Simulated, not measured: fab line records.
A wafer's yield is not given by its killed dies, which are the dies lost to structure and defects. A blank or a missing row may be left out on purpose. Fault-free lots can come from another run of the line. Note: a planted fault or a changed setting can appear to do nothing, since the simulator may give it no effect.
Matching of chambers + flow n5 finfet + N5_GATE_CUT_STRIP_41 on rie diel-04 has 4 sister chambers
The step strips in CF4. 7 wafers are shown with their chamber, then 8 later ones without.

WAFERS PAIRED WITH THEIR CHAMBERS
| wafer  | chamber | throttle valve pct (%) | drypump motor current A (A) |
|--------|---------|------------------------|-----------------------------|
| L085.5 | 3       | 13.35                  | 5.7                         |
| L085.6 | 2       | 13.94                  | 6.0                         |
| L088.3 | 3       | 13.38                  | 5.7                         |
| L089.1 | 1       | 13.71                  | 5.6                         |
| L089.4 | 1       | 13.70                  | 5.6                         |
| L089.6 | 0       | 13.14                  | 5.8                         |
| L090.1 | 0       | 13.15                  | 5.7                         |

WAFERS WHOSE CHAMBER IS MISSING
| wafer  | throttle valve pct (%) | drypump motor current A (A) |
|--------|------------------------|-----------------------------|
| L090.3 | 13.35                  | 6.0                         |
| L090.4 | 13.40                  | 5.7                         |
| L093.1 | 13.37                  | 6.0                         |
| L093.3 | 13.73                  | 5.6                         |
| L093.5 | 13.71                  | 5.7                         |
| L095.2 | 13.74                  | 5.7                         |
| L095.4 | 13.41                  | 5.7                         |
| L095.6 | 13.17                  | 5.8                         |

WHICH CHAMBER EACH WENT THROUGH
| wafer  | from the rows above | in truth                   |
|--------|---------------------|----------------------------|
| L090.3 | 3                   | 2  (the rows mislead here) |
| L090.4 | 3                   | 3                          |
| L093.1 | 3                   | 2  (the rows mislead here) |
| L093.3 | 1                   | 1                          |
| L093.5 | 1                   | 1                          |
| L095.2 | 1                   | 1                          |
| L095.4 | 3                   | 3                          |
| L095.6 | 0                   | 0                          |
6 of 8 placed correctly. Can't be placed from these rows: 0. Number placed wrongly: 2.
How it was worked out, from the rows above alone: a wafer's distance from a chamber is the root of the sum, over the readings, of the square of ((its reading less the chamber's mean) divided by the reading's scatter). If the next closest chamber is less than 2 further off than the closest, the wafer can't be placed; otherwise it belongs to the closest. A chamber's mean is the mean of its shown wafers. The scatter: the root of (the sum of the squares of (reading less its chamber's mean) over the shown wafers, divided by (wafers less chambers)).
